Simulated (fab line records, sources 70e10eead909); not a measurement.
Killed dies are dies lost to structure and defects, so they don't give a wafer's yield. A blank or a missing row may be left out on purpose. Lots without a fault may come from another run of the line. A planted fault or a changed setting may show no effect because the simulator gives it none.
One fault seen from 2 desks | flow nand_harc | each desk has only its own numbers; what lay behind them comes last

THE METROLOGY DESK
What the gauges read, lot by lot, whatever tool the lot ran on: means of the sampled wafers that have a number. A lot is out of limits, marked OUT, if its mean lies more than 4 standard deviations from the usual mean; the brackets give that distance.
Columns: A = overlay_x_nm at NHARC_A_BLC_OVL_MEAS_11, usual 0.1 nm; B = overlay_y_nm at NHARC_A_BLC_OVL_MEAS_11, usual 0.1 nm
lot  | first seen here | A    | B
L448 | day 17 20:42    | 0.9  | -1.9
L449 | day 17 22:00    | -0.1 | 0.9
L450 | day 18 05:19    | -0.0 | 0.6
L453 | day 19 05:02    | -0.1 | -0.0
L454 | day 19 13:33    | 1.0  | 0.4
L455 | day 19 14:41    | -0.3 | -1.6
L461 | day 22 00:55    | 0.2  | -1.1
L462 | day 22 02:26    | -0.1 | 0.7
L466 | day 22 13:04    | -0.9 | 0.3
L468 | day 22 14:38    | 1.5  | 0.4
L467 | day 22 20:55    | -0.8 | 0.4
L469 | day 23 07:17    | -1.1 | -0.6
This desk's finding: nothing out of limits on any of the 12 lots.

THE TOOL OWNER'S DESK: rie_diel-09
The tool's own readings at NHARC_A_BLC_ETCH_16 (etches the open film in CF4, target depth 39 nm, time 65 s): means of the sampled wafers that have a number, for each lot that ran on this tool. A lot is out of limits, marked OUT, if its mean lies more than 4 standard deviations from the usual mean; the brackets give that distance. Of its 8 readings 7 are shown: those that lie furthest out on some lot.
Columns: A = cf4_flow_sccm at NHARC_A_BLC_ETCH_16, usual 150.0 sccm; B = drypump_motor_current_A at NHARC_A_BLC_ETCH_16, usual 5.5 A; C = mfc_ar_sccm at NHARC_A_BLC_ETCH_16, usual 0.011 sccm; D = oes_product_au at NHARC_A_BLC_ETCH_16, usual 1.004 a.u.; E = rf_vpp_V at NHARC_A_BLC_ETCH_16, usual 151.1 V; F = showerhead_plenum_p_Torr at NHARC_A_BLC_ETCH_16, usual 1.75 Torr; G = throttle_valve_pct at NHARC_A_BLC_ETCH_16, usual 13.284 %
lot  | first seen here | A     | B   | C     | D     | E     | F    | G
L448 | day 17 20:53    | 150.3 | 5.7 | 0.013 | 0.995 | 152.2 | 1.80 | 13.283
L449 | day 17 22:11    | 149.7 | 5.2 | 0.000 | 1.007 | 151.4 | 1.73 | 13.274
L461 | day 22 01:07    | 149.3 | 5.6 | 0.000 | 1.010 | 150.6 | 1.70 | 13.282
L462 | day 22 02:38    | 150.1 | 5.6 | 0.010 | 1.024 | 151.3 | 1.82 | 13.285
L466 | day 22 13:15    | 150.2 | 5.0 | 0.002 | 1.013 | 152.3 | 1.79 | 13.281
L468 | day 22 14:50    | 149.9 | 5.7 | 0.008 | 1.008 | 151.0 | 1.76 | 13.280
This desk's finding: nothing out of limits on any of the 6 lots.

PUT TOGETHER
The metrology desk saw nothing out of limits.
The tool owner's desk saw nothing out of limits.

WHAT THE SIMULATOR HAD PUT IN
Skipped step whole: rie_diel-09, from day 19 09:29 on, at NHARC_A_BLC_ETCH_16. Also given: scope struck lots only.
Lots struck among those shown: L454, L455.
